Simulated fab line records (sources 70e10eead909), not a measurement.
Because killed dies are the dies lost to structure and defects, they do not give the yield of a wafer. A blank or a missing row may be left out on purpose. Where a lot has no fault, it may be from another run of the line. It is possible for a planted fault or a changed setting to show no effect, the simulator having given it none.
Which tool did it? + flow nand_harc + Sampling: 12 lots, 36 wafers, 5 of 1159 route steps

WHAT THE GAUGES SHOWED, per wafer
NHARC_THIN_TSV_CD_MEAS_37.
| lot  | measured     | on        | cd_nm (nm)           |
|------|--------------|-----------|----------------------|
| L532 | day 18 23:41 | cd_sem-02 | 5003.9 5004.9 5003.3 |
| L535 | day 19 00:51 | cd_sem-03 | 5001.9 5005.9 5000.1 |
| L533 | day 19 13:34 | cd_sem-03 | 5002.1 5001.5 5002.6 |
| L534 | day 19 12:40 | cd_sem-02 | 4994.5 4996.3 4998.2 |
| L538 | day 20 04:49 | cd_sem-01 | 5002.2 5001.5 5001.7 |
| L537 | day 20 05:07 | cd_sem-02 | 4997.2 4997.6 4998.1 |
| L539 | day 20 18:32 | cd_sem-03 | 4999.1 4998.9 4999.6 |
| L540 | day 21 03:52 | cd_sem-01 | 5000.1 4998.8 5001.3 |
| L541 | day 21 05:10 | cd_sem-02 | 5008.1 5003.0 5003.9 |
| L545 | day 21 07:47 | cd_sem-02 | 4994.2 4997.7 5000.6 |
| L544 | day 22 01:22 | cd_sem-01 | 5003.5 5005.8        |
| L554 | day 24 14:50 | cd_sem-01 | 5002.2 5004.4 5003.8 |

NHARC_END_SORT_01.
| lot  | measured     | on        | defect_limited_yield (%) | killed_at_array | killed_at_other | killed_at_periphery | killed_dies | killed_open | killed_short | sort_bin_2_pct (%) | sort_bin_3_pct (%) | sort_bin_4_pct (%) | sort_n_pass | sort_rim_yield_pct (%) | sort_yield_pct (%) |
|------|--------------|-----------|--------------------------|-----------------|-----------------|---------------------|-------------|-------------|--------------|--------------------|--------------------|--------------------|-------------|------------------------|--------------------|
| L535 | day 19 10:49 | prober-01 | 97.5 97.3 97.8           | 14 13 12        | 0 0 1           | 3 5 2               | 17 18 15    | 4 3 1       | 2 2 1        | 0.9 0.6 0.6        | 0.15 0 0           | 1.5 2.1 1.6        | 660 659 662 | 99.1 100.0 100.0       | 97.5 97.3 97.8     |
| L533 | day 20 05:08 | prober-01 | 96.6 93.9 96.6           | 22 40 20        | 1 1 0           | 0 0 3               | 23 41 23    | 1 7 5       | 1 3 1        | 1.2 0.9 0.7        | 0.15 0 0.15        | 2.1 5.2 2.5        | 654 636 654 | 98.1 97.2 97.2         | 96.6 93.9 96.6     |
| L534 | day 19 20:32 | prober-02 | 99.0 97.6 97.5           | 7 12 16         | 0 1 0           | 0 3 1               | 7 16 17     | 3 2 8       | 1 3 4        | 0.1 0.4 0.6        | 0.15 0 0.15        | 0.7 1.9 1.8        | 670 661 660 | 100.0 96.2 99.1        | 99.0 97.6 97.5     |
| L540 | day 21 11:19 | prober-02 | 96.3 96.0 96.9           | 23 27 19        | 0 0 0           | 2 0 2               | 25 27 21    | 1 4 3       | 6 2 1        | 0.6 1.6 1.0        | 0.30 0.15 0        | 2.8 2.2 2.1        | 652 650 656 | 99.1 99.1 98.1         | 96.3 96.0 96.9     |
| L541 | day 21 11:18 | prober-01 | 96.3 95.9 95.0           | 22 21 29        | 0 5 0           | 3 2 5               | 25 28 34    | 2 5 3       | 2 2 3        | 1.0 1.5 1.9        | 0.15 0.44 0.15     | 2.5 2.2 3.0        | 652 649 643 | 96.2 95.3 97.2         | 96.3 95.9 95.0     |
| L545 | day 21 20:42 | prober-01 | 97.0 97.5 98.8           | 16 13 5         | 0 0 1           | 4 4 2               | 20 17 8     | 4 8 3       | 0 3 0        | 0.9 0.4 0.3        | 0.15 0.15 0        | 1.9 1.9 0.9        | 657 660 669 | 95.3 98.1 99.1         | 97.0 97.5 98.8     |
| L544 | day 22 07:30 | prober-02 | 93.1 0.6 93.6            | 40 663 30       | 0 0 0           | 7 10 13             | 47 673 43   | 2 3 2       | 2 1 0        | 2.5 94.4 1.9       | 0.15 0.15 0.44     | 4.3 4.9 4.0        | 630 4 634   | 93.4 0.9 98.1          | 93.1 0.6 93.6      |
| L554 | day 24 22:22 | prober-02 | 95.7 94.5 92.8           | 28 34 46        | 0 1 2           | 1 2 1               | 29 37 49    | 2 1 4       | 0 5 4        | 1.3 2.1 2.4        | 0.15 0.59 0.89     | 2.8 2.8 4.0        | 648 640 628 | 98.1 92.5 93.4         | 95.7 94.5 92.8     |

WHICH TOOL RAN EACH LOT (tool, then ch and the chambers of the sampled wafers, then the start)
| lot  | NHARC_A_M0_PVD_21            | NHARC_THIN_TSV_DESCUM_14           | NHARC_THIN_TSV_STRIP_62              |
|------|------------------------------|------------------------------------|--------------------------------------|
| L532 | pvd_sputter-03, day 17 16:55 | rie_diel-01 ch 1,2,3, day 18 16:28 | plasma_asher-02 ch 0,1, day 18 18:54 |
| L535 | pvd_sputter-03, day 17 20:18 | rie_diel-10 ch 1,2,3, day 18 17:28 | plasma_asher-02 ch 0,1, day 18 20:14 |
| L533 | pvd_sputter-03, day 18 03:20 | rie_diel-10 ch 1,3, day 19 06:10   | plasma_asher-02 ch 0,1, day 19 08:44 |
| L534 | pvd_sputter-02, day 18 03:55 | rie_diel-01 ch 0,1,3, day 19 05:06 | plasma_asher-01 ch 0,1, day 19 07:32 |
| L538 | pvd_sputter-03, day 18 20:57 | rie_diel-12 ch 1,2,3, day 19 20:45 | plasma_asher-02 ch 0,1, day 19 23:31 |
| L537 | pvd_sputter-02, day 18 21:23 | rie_diel-10 ch 0,1,2, day 19 21:47 | plasma_asher-02 ch 0,1, day 20 00:19 |
| L539 | pvd_sputter-01, day 19 08:04 | rie_diel-10 ch 1,2,3, day 20 11:00 | plasma_asher-02 ch 0,1, day 20 13:40 |
| L540 | pvd_sputter-01, day 19 18:29 | rie_diel-10 ch 0,1,2, day 20 20:22 | plasma_asher-02 ch 0,1, day 20 23:09 |
| L541 | pvd_sputter-03, day 19 19:14 | rie_diel-10 ch 0,2,3, day 20 21:59 | plasma_asher-02 ch 0,1, day 21 00:26 |
| L545 | pvd_sputter-01, day 19 23:26 | rie_diel-01 ch 0,2,3, day 21 00:29 | plasma_asher-02 ch 0,1, day 21 03:05 |
| L544 | pvd_sputter-01, day 20 16:01 | rie_diel-10 ch 0,2, day 21 18:15   | plasma_asher-02 ch 0, day 21 20:44   |
| L554 | pvd_sputter-02, day 23 06:50 | rie_diel-10 ch 0,1, day 24 07:37   | plasma_asher-02 ch 0,1, day 24 10:06 |
- NHARC_A_M0_PVD_21: deposits Cu, target thk 30 nm, time 20.49 s.
- NHARC_THIN_TSV_DESCUM_14: chemistry O2, time 3 s.
- NHARC_THIN_TSV_STRIP_62: strips in N2/H2, time 20 s.

WHAT THE TOOLS THEMSELVES READ (means of the sampled wafers that have a number; where no wafer has one, the mark that the record gives instead)
NHARC_A_M0_PVD_21.
| lot  | tool           | throttle_valve_pct (%) |
|------|----------------|------------------------|
| L532 | pvd_sputter-03 | 29.6                   |
| L535 | pvd_sputter-03 | 30.1                   |
| L533 | pvd_sputter-03 | 29.9                   |
| L534 | pvd_sputter-02 | 30.2                   |
| L538 | pvd_sputter-03 | 29.8                   |
| L537 | pvd_sputter-02 | 29.8                   |
| L539 | pvd_sputter-01 | 30.5                   |
| L540 | pvd_sputter-01 | 28.5                   |
| L541 | pvd_sputter-03 | 29.8                   |
| L545 | pvd_sputter-01 | 30.0                   |
| L544 | pvd_sputter-01 | 28.8                   |
| L554 | pvd_sputter-02 | 30.6                   |

NHARC_THIN_TSV_DESCUM_14.
| lot  | tool        | drypump_motor_current_A (A) | oes_product_au (a.u.) | rf_vpp_V (V) | showerhead_plenum_p_Torr (Torr) | throttle_valve_pct (%) |
|------|-------------|-----------------------------|-----------------------|--------------|---------------------------------|------------------------|
| L532 | rie_diel-01 | 5.9                         | 1.002                 | 57.0         | 1.90                            | 11.313                 |
| L535 | rie_diel-10 | 5.9                         | 0.995                 | 57.4         | 1.88                            | 11.312                 |
| L533 | rie_diel-10 | 6.0                         | 0.984                 | 57.2         | 1.85                            | 11.309                 |
| L534 | rie_diel-01 | 6.4                         | 1.004                 | 57.5         | 1.94                            | 11.310                 |
| L538 | rie_diel-12 | 6.3                         | 0.995                 | 57.8         | 1.98                            | 11.307                 |
| L537 | rie_diel-10 | 5.8                         | 0.993                 | 57.3         | 1.89                            | 11.306                 |
| L539 | rie_diel-10 | 5.9                         | 1.000                 | 57.7         | 1.88                            | 11.318                 |
| L540 | rie_diel-10 | 5.8                         | 1.000                 | 58.2         | 1.88                            | 11.316                 |
| L541 | rie_diel-10 | 5.8                         | 0.995                 | 57.7         | 1.86                            | 11.311                 |
| L545 | rie_diel-01 | 5.9                         | 1.007                 | 57.7         | 1.90                            | 11.319                 |
| L544 | rie_diel-10 | 5.7                         | 0.992                 | 57.9         | 1.88                            | 11.300                 |
| L554 | rie_diel-10 | 5.9                         | 0.993                 | 57.5         | 1.86                            | 11.318                 |

NHARC_THIN_TSV_STRIP_62.
| lot  | tool            | drypump_motor_current_A (A) | heater_power_w (W) |
|------|-----------------|-----------------------------|--------------------|
| L532 | plasma_asher-02 | 5.70                        | 327                |
| L535 | plasma_asher-02 | 5.68                        | 327                |
| L533 | plasma_asher-02 | 5.71                        | 331                |
| L534 | plasma_asher-01 | 5.94                        | 308                |
| L538 | plasma_asher-02 | 5.85                        | 332                |
| L537 | plasma_asher-02 | 5.74                        | 323                |
| L539 | plasma_asher-02 | 5.73                        | 331                |
| L540 | plasma_asher-02 | 5.73                        | 324                |
| L541 | plasma_asher-02 | 5.72                        | 327                |
| L545 | plasma_asher-02 | 5.84                        | 335                |
| L544 | plasma_asher-02 | 5.96                        | 344                |
| L554 | plasma_asher-02 | 5.72                        | 337                |

THE ANSWER, worked out from the rows above alone
Rule: the usual values come from the lots themselves. The widest of any qualifying gaps counts: lots, ordered by their means at a reading, are off when they make up no more than a third of the lots, leave a main group of 4 or more, and stand apart from it by 3 or more times the standard deviation of that group's means. The tables above print the reading to a certain number of digits; a main group whose means all agree to those digits is not used. Also off: a lot with no number at a reading for which 4 or more lots have one. All remaining lots with rows at the step are treated as sound. After the gauges, taken in route order, come the tools' own readings; for these a lot's mean is taken, as printed above. At the first step where some lot is off, the reading lying furthest off is the one used; lots without a number count as furthest.
Off at NHARC_END_SORT_01 (sort_bin_2_pct): L544. The main group has a mean of 1.0 % with a standard deviation of 0.51. Neither off nor sound, because the step has no rows for them: L532, L538, L537, L539.
If a tool, at a process step before that reading, ran all the lots that are off and no sound lot after the first of them, it fits. The gauges at NHARC_END_SORT_01 aren't tried: what is off there is off at NHARC_THIN_TSV_STRIP_62 too, on other tools, and a gauge's error can't cause that. One fits: pvd_sputter-01 at NHARC_A_M0_PVD_21. A fault onset in the window from L545 (day 19 23:26, its last sound lot) to L544 (day 20 16:01, its first lot off) fits.

WHAT THE SIMULATOR PUT IN
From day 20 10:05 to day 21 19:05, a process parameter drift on pvd_sputter-01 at NHARC_A_M0_PVD_21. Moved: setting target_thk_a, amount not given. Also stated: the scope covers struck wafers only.
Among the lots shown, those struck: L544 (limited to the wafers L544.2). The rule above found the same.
